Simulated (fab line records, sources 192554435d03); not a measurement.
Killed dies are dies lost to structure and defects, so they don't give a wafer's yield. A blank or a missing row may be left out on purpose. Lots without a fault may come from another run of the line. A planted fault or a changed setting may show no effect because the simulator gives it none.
Chamber matching | flow n5_finfet | N5_SDB_STRIP_21 on rie_diel-05: 4 sister chambers
The step strips in CF4. 18 wafers are shown with their chamber, then 9 later ones without.

WAFERS WITH THEIR CHAMBER
wafer  | chamber | drypump_motor_current_A (A) | showerhead_plenum_p_Torr (Torr) | throttle_valve_pct (%)
L074.1 | 3       | 5.8                         | 1.81                            | 13.90
L074.2 | 1       | 5.3                         | 1.83                            | 13.94
L074.4 | 0       | 6.0                         | 1.73                            | 13.67
L076.2 | 2       | 5.3                         | 1.80                            | 13.36
L076.3 | 1       | 5.3                         | 1.83                            | 13.97
L076.5 | 3       | 5.8                         | 1.81                            | 13.92
L083.1 | 3       | 5.8                         | 1.80                            | 13.96
L083.2 | 0       | 6.0                         | 1.72                            | 13.68
L083.4 | 0       | 6.0                         | 1.72                            | 13.71
L084.2 | 3       | 5.8                         | 1.80                            | 13.96
L084.3 | 2       | 5.3                         | 1.79                            | 13.39
L084.6 | 0       | 5.9                         | 1.72                            | 13.69
L085.1 | 1       | 5.3                         | 1.83                            | 13.46
L085.3 | 3       | 5.8                         | 1.80                            | 13.98
L085.4 | 0       | 5.9                         | 1.72                            | 13.72
L086.2 | 3       | 5.8                         | 1.80                            | 13.97
L086.4 | 1       | 5.3                         | 1.83                            | 13.46
L086.6 | 3       | 5.8                         | 1.80                            | 13.97

SIGNATURES (means of the wafers above)
reading                  | chamber 0 | chamber 1 | chamber 2 | chamber 3 | scatter within a chamber
drypump_motor_current_A  | 5.960     | 5.300     | 5.300     | 5.800     | 0.0293
showerhead_plenum_p_Torr | 1.7220    | 1.8300    | 1.7950    | 1.8029    | 0.00441
throttle_valve_pct       | 13.6940   | 13.7075   | 13.3750   | 13.9514   | 0.134
Rule: a wafer's distance from a chamber is the root of the sum, over the readings, of the square of ((its reading less the chamber's mean) divided by the reading's scatter). The wafer belongs to the nearest chamber; if the next one is less than 2 further off, it can't be placed. The scatter: the root of (the sum of the squares of (reading less its chamber's mean) over the shown wafers, divided by (wafers less chambers)).

WAFERS WITHOUT THEIR CHAMBER
wafer  | drypump_motor_current_A (A) | showerhead_plenum_p_Torr (Torr) | throttle_valve_pct (%)
L090.2 | 5.3                         | 1.83                            | 13.46
L090.4 | 5.3                         | 1.79                            | 13.44
L090.5 | 5.3                         | 1.79                            | 13.45
L092.1 | 5.8                         | 1.80                            | 13.99
L092.4 | 6.0                         | 1.72                            | 13.72
L092.6 | 6.0                         | 1.72                            | 13.74
L095.4 | 5.8                         | 1.80                            | 14.01
L095.5 | 5.8                         | 1.80                            | 14.00
L095.6 | 6.0                         | 1.72                            | 13.74

WHICH CHAMBER EACH WENT THROUGH
wafer  | from the rows above | in truth
L090.2 | 1                   | 1
L090.4 | 2                   | 2
L090.5 | 2                   | 2
L092.1 | 3                   | 3
L092.4 | 0                   | 0
L092.6 | 0                   | 0
L095.4 | 3                   | 3
L095.5 | 3                   | 3
L095.6 | 0                   | 0
Placed correctly: 9 of 9. Can't be placed from these rows: 0. Placed wrongly: 0.
